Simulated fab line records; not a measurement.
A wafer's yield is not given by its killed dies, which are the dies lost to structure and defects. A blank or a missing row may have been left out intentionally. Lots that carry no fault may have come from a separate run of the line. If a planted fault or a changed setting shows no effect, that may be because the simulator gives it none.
Split-lot study | flow n5 finfet | 7 lots, 39 wafers read, on a route of 1938 steps

## ON THE SPLIT
At N5_MIM_BOT_LITHO_DEVELOP_07 (develop time 60 s), the setting develop time s was moved away from the recipe's 60 s on 12 of the 39 wafers read, by -52.3% to +57.9%. The other wafers ran this setting at the recipe's value.

## BETWEEN THE SPLIT AND THE READING: the file shows 1 step in between
- N5_MIM_BOT_LITHO_HARDBAKE_09: time 120 s

## THE READING
cd nm (nm) at N5_MIM_BOT_LITHO_CD_MEAS_08, where the cd target is 3000 nm. Typical for fault-free wafers on this fab line: 3000.3 nm, with standard deviation 2.3 nm.

wafer  | tool, chamber at the split | develop time s as run, s | against the recipe | cd nm, nm | against lot-mates on the recipe
L074.1 | litho track-05, 0          | 60                       | recipe             | 2999.6    | -
L074.2 | litho track-05, 0          | 60                       | recipe             | 3001.2    | -
L074.3 | litho track-05, 0          | 70.08                    | +16.8%             | 3002.1    | +0.6
L074.4 | litho track-05, 0          | 70.08                    | +16.8%             | 3004.3    | +2.8
L074.5 | litho track-05, 0          | 60                       | recipe             | 3003.6    | -
L074.6 | litho track-05, 0          | 70.08                    | +16.8%             | 3003.8    | +2.3
L076.1 | litho track-01, 0          | 28.61                    | -52.3%             | 2987.8    | -12.9
L076.2 | litho track-01, 0          | 60                       | recipe             | 3001.5    | -
L076.3 | litho track-01, 0          | 60                       | recipe             | 2999.7    | -
L076.4 | litho track-01, 0          | 60                       | recipe             | 3001.0    | -
L076.5 | litho track-01, 0          | 28.61                    | -52.3%             | 2987.8    | -12.9
L076.6 | litho track-01, 0          | 28.61                    | -52.3%             | 2982.9    | -17.8
L077.1 | litho track-01, 0          | 60                       | recipe             | 3000.1    | -
L077.4 | litho track-01, 0          | 60                       | recipe             | 2999.3    | -
L077.6 | litho track-01, 0          | 60                       | recipe             | 2998.5    | -
L080.1 | litho track-01, 0          | 60                       | recipe             | 2998.8    | -
L080.2 | litho track-01, 0          | 60                       | recipe             | 2998.9    | -
L080.3 | litho track-01, 0          | 60                       | recipe             | 2996.7    | -
L080.4 | litho track-01, 0          | 60                       | recipe             | 2997.6    | -
L080.5 | litho track-01, 0          | 60                       | recipe             | 2999.9    | -
L080.6 | litho track-01, 0          | 60                       | recipe             | 2997.0    | -
L091.1 | litho track-01, 0          | 60                       | recipe             | 2996.0    | -
L091.2 | litho track-01, 0          | 60                       | recipe             | 2998.1    | -
L091.3 | litho track-01, 0          | 60                       | recipe             | 2999.0    | -
L091.4 | litho track-01, 0          | 60                       | recipe             | 2998.1    | -
L091.5 | litho track-01, 0          | 60                       | recipe             | 2998.1    | -
L091.6 | litho track-01, 0          | 60                       | recipe             | 2996.0    | -
L092.1 | litho track-02, 0          | 60                       | recipe             | 3004.3    | -
L092.2 | litho track-02, 0          | 39.03                    | -35.0%             | 2996.1    | -5.8
L092.3 | litho track-02, 0          | 39.03                    | -35.0%             | 2997.0    | -4.9
L092.4 | litho track-02, 0          | 60                       | recipe             | 2999.2    | -
L092.5 | litho track-02, 0          | 39.03                    | -35.0%             | 2991.8    | -10.1
L092.6 | litho track-02, 0          | 60                       | recipe             | 3002.3    | -
L096.1 | litho track-02, 0          | 94.72                    | +57.9%             | 3008.1    | +7.7
L096.2 | litho track-02, 0          | 60                       | recipe             | 2999.5    | -
L096.3 | litho track-02, 0          | 60                       | recipe             | 3000.4    | -
L096.4 | litho track-02, 0          | 94.72                    | +57.9%             | 3010.4    | +10.0
L096.5 | litho track-02, 0          | 94.72                    | +57.9%             | 3008.7    | +8.3
L096.6 | litho track-02, 0          | 60                       | recipe             | 3001.3    | -

FIT RESULTS
A straight line over all 39 wafers: cd nm changes by +0.194 nm for each +1% of develop time s; r = +0.90; the points scatter about the line by 2.3 nm.
The same after taking each lot's own level away (the mean of its wafers on the recipe; 39 wafers): +0.202 nm for each +1%; r = +0.93; scatter 2 nm.
According to that fit, moving develop time s by its largest amount changes the reading by 12 nm.
From 2997.55 to 3001.93 nm: that is the span of the lots' own levels, equal to 1.9 times the standard deviation above.
Hence the lot-to-lot level has little effect on the slope; both slopes agree.
Check: +11.8 nm against its lot-mates is what the line predicts for one of the wafers moved furthest among these (+57.9%) when that wafer is left out of the fit. Against them it came out at +7.7 nm.

## ADDITIONAL SPLITS CARRIED BY THESE WAFERS
Before the reading, these wafers also passed through other splits. Each is held against what the fit with the lots' levels taken away leaves over:
other split on the same wafers | wafers away from the commonest value | r with cd nm (lot level and that fit taken away)
N5_BEOL_M13_ILD_DEP_00 time s  | 15                                   | +0.00
N5_BEOL_M14_ETCH_59 time s     | 12                                   | +0.37

## THE FILE'S OWN FIT
cd nm changes by +0.203 nm for each +1% of develop time s, r = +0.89.
